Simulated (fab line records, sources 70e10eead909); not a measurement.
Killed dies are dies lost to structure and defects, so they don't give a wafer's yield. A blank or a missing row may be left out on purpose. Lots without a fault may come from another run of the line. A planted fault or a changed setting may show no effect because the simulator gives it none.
Chamber matching | flow nand_harc | NHARC_P_M0_DEP_32 on pecvd-02: 3 sister chambers
The step deposits SiCN, target thk 30 nm. 22 wafers are shown with their chamber, then 11 later ones without.

WAFERS WITH THEIR CHAMBER
wafer  | chamber | showerhead_vpp_V (V) | heater_power_w (W) | susceptor_temp_C (C)
L075.3 | 2       | 1257                 | 667                | 370.08
L075.4 | 0       | 1335                 | 711                | 370.02
L075.6 | 1       | 1333                 | 504                | 370.14
L079.2 | 0       | 1325                 | 782                | 369.73
L079.4 | 1       | 1336                 | 524                | 370.25
L079.5 | 0       | 1333                 | 779                | 369.86
L082.1 | 0       | 1370                 | 766                | 370.13
L082.2 | 2       | 1225                 | 663                | 370.22
L082.6 | 0       | 1342                 | 745                | 369.76
L086.2 | 0       | 1314                 | 709                | 370.34
L086.3 | 2       | 1244                 | 697                | 370.02
L086.5 | 2       | 1247                 | 697                | 370.06
L089.1 | 0       | 1342                 | 700                | 369.76
L089.5 | 2       | 1247                 | 685                | 369.68
L089.6 | 0       | 1333                 | 692                | 369.97
L091.1 | 2       | 1235                 | 713                | 369.97
L091.4 | 0       | 1305                 | 733                | 369.87
L091.5 | 1       | 1344                 | 657                | 369.99
L092.1 | 1       | 1360                 | 637                | 370.20
L092.3 | 0       | 1339                 | 762                | 370.04
L092.5 | 0       | 1345                 | 747                | 370.09
L094.2 | 1       | 1348                 | 655                | 369.64

SIGNATURES (means of the wafers above)
reading          | chamber 0 | chamber 1 | chamber 2 | scatter within a chamber
showerhead_vpp_V | 1334.82   | 1344.20   | 1242.50   | 14.4
heater_power_w   | 738.73    | 595.40    | 687.00    | 42.7
susceptor_temp_C | 369.9609  | 370.0440  | 370.0050  | 0.199
Rule: a wafer's distance from a chamber is the root of the sum, over the readings, of the square of ((its reading less the chamber's mean) divided by the reading's scatter). The wafer belongs to the nearest chamber; if the next one is less than 2 further off, it can't be placed. The scatter: the root of (the sum of the squares of (reading less its chamber's mean) over the shown wafers, divided by (wafers less chambers)).

WAFERS WITHOUT THEIR CHAMBER
wafer  | showerhead_vpp_V (V) | heater_power_w (W) | susceptor_temp_C (C)
L094.4 | 1351                 | 693                | 370.09
L094.5 | 1330                 | 646                | 370.09
L095.3 | 1315                 | 786                | 370.02
L095.5 | 1227                 | 733                | 370.08
L095.6 | 1358                 | 652                | 369.93
L096.1 | 1233                 | 727                | 369.89
L096.2 | 1389                 | 641                | 370.23
L096.3 | 1348                 | 742                | 369.99
L096.4 | 1360                 | 646                | 370.21
L096.5 | 1343                 | 748                | 370.04
L096.6 | 1234                 | 721                | 369.82

WHICH CHAMBER EACH WENT THROUGH
wafer  | from the rows above     | in truth
L094.4 | can't be placed: 0 or 1 | 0
L094.5 | can't be placed: 1 or 0 | 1
L095.3 | 0                       | 0
L095.5 | 2                       | 2
L095.6 | can't be placed: 1 or 0 | 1
L096.1 | 2                       | 2
L096.2 | can't be placed: 1 or 0 | 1
L096.3 | 0                       | 0
L096.4 | can't be placed: 1 or 0 | 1
L096.5 | 0                       | 0
L096.6 | 2                       | 2
Placed correctly: 6 of 11. Can't be placed from these rows: 5 (the true chamber is among the candidates in 5). Placed wrongly: 0.
